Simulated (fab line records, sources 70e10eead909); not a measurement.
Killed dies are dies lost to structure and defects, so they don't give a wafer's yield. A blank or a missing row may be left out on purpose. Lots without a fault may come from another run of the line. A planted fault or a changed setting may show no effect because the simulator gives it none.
Chamber matching | flow nand_harc | NHARC_P_M0_STRIP_18 on rie_diel-11: 4 sister chambers
The step strips in N2/H2. 4 wafers are shown with their chamber, then 7 later ones without.

WAFERS WITH THEIR CHAMBER
wafer  | chamber | showerhead_plenum_p_Torr (Torr)
L081.1 | 0       | 2.03
L081.2 | 3       | 1.88
L084.2 | 1       | 2.00
L084.3 | 2       | 1.92

WAFERS WITHOUT THEIR CHAMBER
wafer  | showerhead_plenum_p_Torr (Torr)
L084.6 | 1.92
L091.1 | 2.22
L091.3 | 2.02
L091.4 | 1.99
L097.1 | 2.01
L097.4 | 2.21
L097.5 | 2.21

WHICH CHAMBER EACH WENT THROUGH
wafer  | from the rows above               | in truth
L084.6 | can't be placed: 2 or 3 or 1 or 0 | 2
L091.1 | can't be placed: 0 or 1 or 2 or 3 | 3
L091.3 | can't be placed: 0 or 1 or 2 or 3 | 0
L091.4 | can't be placed: 1 or 0 or 2 or 3 | 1
L097.1 | can't be placed: 1 or 0 or 2 or 3 | 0
L097.4 | can't be placed: 0 or 1 or 2 or 3 | 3
L097.5 | can't be placed: 0 or 1 or 2 or 3 | 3
Placed correctly: 0 of 7. Can't be placed from these rows: 7 (the true chamber is among the candidates in 7). Placed wrongly: 0.
How it was worked out, from the rows above alone: a wafer's distance from a chamber is the root of the sum, over the readings, of the square of ((its reading less the chamber's mean) divided by the reading's scatter). The wafer belongs to the nearest chamber; if the next one is less than 2 further off, it can't be placed. A chamber's mean is the mean of its shown wafers. The scatter: with one shown wafer a chamber, the root of the mean of the squares of how far each hidden wafer lies from its nearest shown one.
